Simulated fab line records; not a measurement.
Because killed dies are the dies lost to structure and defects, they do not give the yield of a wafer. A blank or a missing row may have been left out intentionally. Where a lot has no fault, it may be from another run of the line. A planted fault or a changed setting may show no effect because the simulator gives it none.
The tool behind it: which one?    flow nand-harc    39 wafers from 13 lots sampled at 6 of the route's 1159 steps

## WHAT THE GAUGES READ, wafer by wafer
NHARC_P_GATE_CD_MEAS_46: target cd 720 nm. Usual: cd-nm 719.8 nm, standard deviation 1.8.
lot   measured      on         cd-nm (nm)         flag
L111  day 5 05:55   cd-sem-01  718.5 719.8 716.8  
L112  day 5 16:44   cd-sem-01  720.5 718.3 719.6  
L113  day 5 18:26   cd-sem-02  718.2 718.4 717.2  
L114  day 6 01:07   cd-sem-02  721.3 718.4 720.7  
L115  day 6 02:37   cd-sem-01  718.4 719.6 719.5  
L120  day 7 17:06   cd-sem-01  720.1 719.0 719.4  
L124  day 8 11:40   cd-sem-02  718.1 719.1 719.9  
L127  day 9 06:29   cd-sem-02  719.2 715.5 717.2  
L126  day 9 06:38   cd-sem-02  718.2 720.5 719.0  
L131  day 9 23:09   cd-sem-03  721.5 719.6 721.3  
L132  day 10 15:01  cd-sem-02  718.7 719.7 720.3  
L133  day 10 20:55  cd-sem-01  721.3 719.1 717.2  
L134  day 11 03:01  cd-sem-01  718.1 720.0 717.3  

NHARC_P_GATE_CD_MEAS_59: target cd 720 nm. Usual: cd-nm 719.8 nm, standard deviation 1.9.
lot   measured      on         cd-nm (nm)         flag
L111  day 5 07:41   cd-sem-01  719.6 720.6 718.8  
L112  day 5 18:22   cd-sem-01  722.5 721.1 721.0  
L113  day 5 20:28   cd-sem-03  722.9 724.7 723.3  
L114  day 6 02:50   cd-sem-01  721.6 717.0 717.6  
L115  day 6 04:14   cd-sem-01  737.9 815.6 756.5  OFF
L120  day 7 18:52   cd-sem-01  771.9 784.9 840.2  OFF
L124  day 8 13:26   cd-sem-03  717.5 720.9 718.6  
L127  day 9 08:07   cd-sem-02  721.7 718.5 720.1  
L126  day 9 08:26   cd-sem-03  722.2 721.7 724.8  
L131  day 10 00:59  cd-sem-02  717.7 717.2 719.6  
L132  day 10 16:52  cd-sem-03  721.8 719.2 719.3  
L133  day 10 22:40  cd-sem-03  716.3 718.1 718.3  
L134  day 11 04:39  cd-sem-03  719.0 716.7 716.2  

NHARC_END_SORT_01. Usual: killed-at-array 21, standard deviation 8.9; killed-at-other 0.8, standard deviation 1.3; killed-at-periphery 3.6, standard deviation 2.4; killed-dies 26, standard deviation 8.9; killed-open 3.1, standard deviation 1.8; killed-short 1.9, standard deviation 1.3.
lot   measured      on         killed-at-array  killed-at-other  killed-at-periphery  killed-dies  killed-open  killed-short  flag
L115  day 20 08:23  prober-01  12 16 11         2 0 1            7 68 2               21 84 14     3 4 2        5 2 1         OFF
L120  day 21 13:46  prober-01  31 28 32         5 0 3            1 4 225              37 32 260    2 2 4        2 0 3         OFF
L126  day 23 07:30  prober-01  24 28 19         1 1 0            0 2 3                25 31 22     2 3 3        3 3 1         
L131  day 23 16:56  prober-01  40 30 25         0 0 0            3 2 0                43 32 25     5 5 2        2 3 2         

## WHAT TOOL EACH LOT RAN ON (gives the tool, then ch and the chambers of the sampled wafers, and finally the start)
lot   NHARC_P_GATE_STRIP_101              NHARC_P_GATE_EXPOSE_56             NHARC_P_GATE_STRIP_76
L111  rie-diel-07 ch 1,3, day 5 04:59     krf-scanner-01 ch 0, day 5 07:32   plasma-asher-02 ch 0,1, day 5 08:30
L112  rie-diel-03 ch 0,2,3, day 5 15:48   krf-scanner-01 ch 0, day 5 18:13   plasma-asher-02 ch 0,1, day 5 19:10
L113  rie-diel-06 ch 0,2,3, day 5 17:30   krf-scanner-03 ch 0, day 5 20:19   plasma-asher-01 ch 1, day 5 21:16
L114  rie-diel-07 ch 1,2, day 6 00:19     krf-scanner-03 ch 0, day 6 02:41   plasma-asher-02 ch 0,1, day 6 03:38
L115  rie-diel-06 ch 0,1,3, day 6 01:41   krf-scanner-03 ch 0, day 6 04:05   plasma-asher-01 ch 0, day 6 05:02
L120  rie-diel-03 ch 1,2,3, day 7 16:11   krf-scanner-03 ch 0, day 7 18:41   plasma-asher-02 ch 0,1, day 7 19:38
L124  rie-diel-03 ch 0,3, day 8 10:45     krf-scanner-04 ch 0, day 8 13:16   plasma-asher-01 ch 0,1, day 8 14:14
L127  rie-diel-07 ch 0,3, day 9 05:41     krf-scanner-01 ch 0, day 9 07:58   plasma-asher-01 ch 0,1, day 9 08:54
L126  rie-diel-07 ch 0,1,2, day 9 05:43   krf-scanner-04 ch 0, day 9 08:16   plasma-asher-02 ch 0,1, day 9 09:13
L131  rie-diel-03 ch 0,3, day 9 22:13     krf-scanner-04 ch 0, day 10 00:50  plasma-asher-01 ch 0,1, day 10 01:50
L132  rie-diel-06 ch 0,2, day 10 14:05    krf-scanner-04 ch 0, day 10 16:43  plasma-asher-02 ch 0,1, day 10 17:41
L133  rie-diel-03 ch 1,2,3, day 10 20:07  krf-scanner-01 ch 0, day 10 22:31  plasma-asher-01 ch 0,1, day 10 23:29
L134  rie-diel-03 ch 0,3, day 11 02:05    krf-scanner-01 ch 0, day 11 04:29  plasma-asher-02 ch 0,1, day 11 05:29
- NHARC_P_GATE_STRIP_101: strips in O2, time 20 s.
- NHARC_P_GATE_EXPOSE_56: exposes mask P PSD, target cd 720 nm.
- NHARC_P_GATE_STRIP_76: strips in O2.

## WHAT THE TOOLS THEMSELVES READ (means of the sampled wafers that have a number; where no wafer has one, the mark that the record gives instead)
NHARC_P_GATE_STRIP_101. Usual: drypump-motor-current-A 5.5 A, standard deviation 0.46; oes-product-au 0.997 a.u., standard deviation 0.011; rf-vpp-V 57.9 V, standard deviation 0.88; showerhead-plenum-p-Torr 3.56 Torr, standard deviation 0.16; throttle-valve-pct 17.037 %, standard deviation 0.0084.
lot   tool         drypump-motor-current-A (A)  oes-product-au (a.u.)  rf-vpp-V (V)  showerhead-plenum-p-Torr (Torr)  throttle-valve-pct (%)  flag
L111  rie-diel-07  5.5                          0.995                  58.6          3.75                             17.036                  
L112  rie-diel-03  5.2                          1.003                  58.1          3.50                             17.035                  
L113  rie-diel-06  5.8                          1.007                  57.6          3.35                             17.047                  
L114  rie-diel-07  5.5                          1.003                  58.3          3.71                             17.027                  
L115  rie-diel-06  5.6                          0.990                  58.0          3.41                             17.034                  
L120  rie-diel-03  5.5                          0.991                  57.3          3.53                             17.042                  
L124  rie-diel-03  5.5                          0.996                  57.8          3.43                             17.038                  
L127  rie-diel-07  5.3                          1.002                  57.2          3.66                             17.034                  
L126  rie-diel-07  5.3                          1.001                  58.0          3.66                             17.036                  
L131  rie-diel-03  5.5                          0.986                  57.8          3.42                             17.043                  
L132  rie-diel-06  5.7                          1.003                  57.2          3.34                             17.040                  
L133  rie-diel-03  5.5                          0.995                  58.1          3.70                             17.030                  
L134  rie-diel-03  5.5                          0.992                  59.2          3.59                             17.034                  

NHARC_P_GATE_STRIP_76. Usual: drypump-motor-current-A 5.7 A, standard deviation 0.32; heater-power-w 346 W, standard deviation 39; rf-refl-power-W 25 W, standard deviation 6.9.
lot   tool             drypump-motor-current-A (A)  heater-power-w (W)  rf-refl-power-W (W)  flag
L111  plasma-asher-02  5.5                          357                 29                   
L112  plasma-asher-02  5.5                          357                 28                   
L113  plasma-asher-01  5.5                          323                 15                   
L114  plasma-asher-02  5.8                          393                 24                   
L115  plasma-asher-01  6.0                          325                 31                   
L120  plasma-asher-02  5.8                          392                 25                   
L124  plasma-asher-01  5.7                          323                 21                   
L127  plasma-asher-01  5.9                          320                 26                   
L126  plasma-asher-02  5.5                          354                 29                   
L131  plasma-asher-01  5.6                          325                 20                   
L132  plasma-asher-02  5.8                          381                 24                   
L133  plasma-asher-01  5.6                          324                 20                   
L134  plasma-asher-02  5.8                          374                 24                   

## THE ANSWER, worked out from the rows above alone
Rule: a lot is off if the mean of its wafers that have a number lies more than 3 standard deviations from the usual mean. A lot without any number at a reading at which 4 lots or more have one is off too. Any other lot the step has rows for is counted as sound. Order of review: gauges by route order, followed by the tools' own readings, for which a lot's mean as printed above is used. The first step at which some lot is off is used, and at that step the reading that is off furthest; a lot without a number counts as furthest.
Off: L115, L120 (NHARC_P_GATE_CD_MEAS_59, cd-nm).
A tool fits if, at a process step before that reading, it ran every lot that is off, and no sound lot after the first of them. The gauges at NHARC_P_GATE_CD_MEAS_59 aren't tried: what is off there is off at NHARC_END_SORT_01 too, on other tools, and a gauge's error can't cause that. One fits: NHARC_P_GATE_EXPOSE_56 on krf-scanner-03. Its last sound lot is L114 (day 6 02:41), its first lot that is off L115 (day 6 04:05): a fault that began between those two fits.

## WHAT THE SIMULATOR HAD INSERTED
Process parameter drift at NHARC_P_GATE_EXPOSE_56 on krf-scanner-03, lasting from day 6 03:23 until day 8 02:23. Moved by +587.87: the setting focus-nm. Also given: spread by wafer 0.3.
Shown lots that were struck: L115, L120. The rule above found the same.
